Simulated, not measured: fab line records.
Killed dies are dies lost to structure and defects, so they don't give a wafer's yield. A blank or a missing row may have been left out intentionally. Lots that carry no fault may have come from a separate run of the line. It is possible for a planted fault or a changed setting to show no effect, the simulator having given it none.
Split-lot study -- flow n5 finfet -- 7 lots, 21 wafers read, on a route of 1938 steps

== SPLIT DETAILS ==
At N5_BEOL_M11_ALD_74 (deposits TaN, target thk 2 nm, pulse time 2 s, purge time 3 s), the setting ald cycles was moved away from the recipe's 40 on 5 of the 21 wafers read, by -10.0% to +15.0%. This setting was run at the recipe's value on the other wafers.

The split's own step is where the reading is taken.

== THE READING ==
TaN_of_BEOL_M11_ALD_74.thk nm (the simulator's own value, which no gauge read), in nm, at N5_BEOL_M11_ALD_74 (deposits TaN, target thk 2 nm, pulse time 2 s, purge time 3 s). No usual value for it is given in the file.

wafer,"tool, chamber at the split",ald cycles as run,against the recipe,"TaN_of_BEOL_M11_ALD_74.thk nm, nm",against lot-mates on the recipe
L078.1,"ald metal-02, 0,1",40,recipe,2,-
L078.5,"ald metal-02, 0,1",40,recipe,2,-
L078.4,"ald metal-02, 2",36,-10.0%,1.8,-0.2
L079.1,"ald metal-03, 1,1,2",40,recipe,2,-
L079.4,"ald metal-03, 1,1,2",40,recipe,2,-
L079.6,"ald metal-03, 1,1,2",40,recipe,2,-
L082.2,"ald metal-03, 2",46,+15.0%,2.4,+0.4
L082.6,"ald metal-03, 2",46,+15.0%,2.4,+0.4
L082.5,"ald metal-03, 3",40,recipe,2,-
L084.3,"ald metal-02, 0,3",40,recipe,2,-
L084.4,"ald metal-02, 0,3",40,recipe,2,-
L084.5,"ald metal-02, 2",36,-10.0%,1.8,-0.2
L088.3,"ald metal-03, 1,3,2",40,recipe,2,-
L088.5,"ald metal-03, 1,3,2",40,recipe,2,-
L088.6,"ald metal-03, 1,3,2",40,recipe,2,-
L089.2,"ald metal-03, 2,2,3",40,recipe,2,-
L089.5,"ald metal-03, 2,2,3",40,recipe,2,-
L089.6,"ald metal-03, 2,2,3",40,recipe,2,-
L090.1,"ald metal-03, 2",37,-7.5%,1.8,-0.2
L090.3,"ald metal-03, 1,0",40,recipe,2,-
L090.4,"ald metal-03, 1,0",40,recipe,2,-
Where a row lists several chambers, the file gives one row for several wafers and doesn't say which wafer went through which chamber.

THE FIT
A straight line over all 21 wafers: TaN_of_BEOL_M11_ALD_74.thk nm changes by +0.0248 nm for each +1% of ald cycles; r = +0.99; the points scatter about the line by 0.017 nm.
The same after taking each lot's own level away (the mean of its wafers on the recipe; 21 wafers): +0.0248 nm for each +1%; r = +0.99; scatter 0.017 nm.
Per that fit: largest ald cycles move, reading shift of 0.37 nm.
The lots' own levels span 2.00 to 2.00 nm.
Hence the lot-to-lot level has little effect on the slope; both slopes agree.
Check: with one of the wafers moved furthest among these (+15.0%) left out of the fit, the line predicts +0.365 nm for it against its lot-mates. Against them it came out at +0.4 nm.

== THESE WAFERS: OTHER SPLITS ==
Other splits were also applied to these wafers ahead of the reading. Each is held against what the fit with the lots' levels taken away leaves over:
other split on the same wafers,wafers away from the commonest value,r with TaN_of_BEOL_M11_ALD_74.thk nm (lot level and that fit taken away)
N5_BEOL_M6_ETCH_66 bias w,8,-0.14
N5_BEOL_M7_VIA_ETCH_34 bias w,9,-0.34
N5_BEOL_M7_ETCH_41 source w,8,+0.40
N5_BEOL_M8_ETCH_65 source w,7,+0.36
N5_BEOL_M11_PECVD_70 temp c,9,+0.41
N5_BEOL_M11_COAT_59 spin rpm,7,-0.06
N5_BEOL_M11_CURE_72 time s,7,-0.31

== THE FILE'S OWN FIT ==
TaN_of_BEOL_M11_ALD_74.thk nm changes by +0.0239 nm for each +1% of ald cycles, r = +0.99.
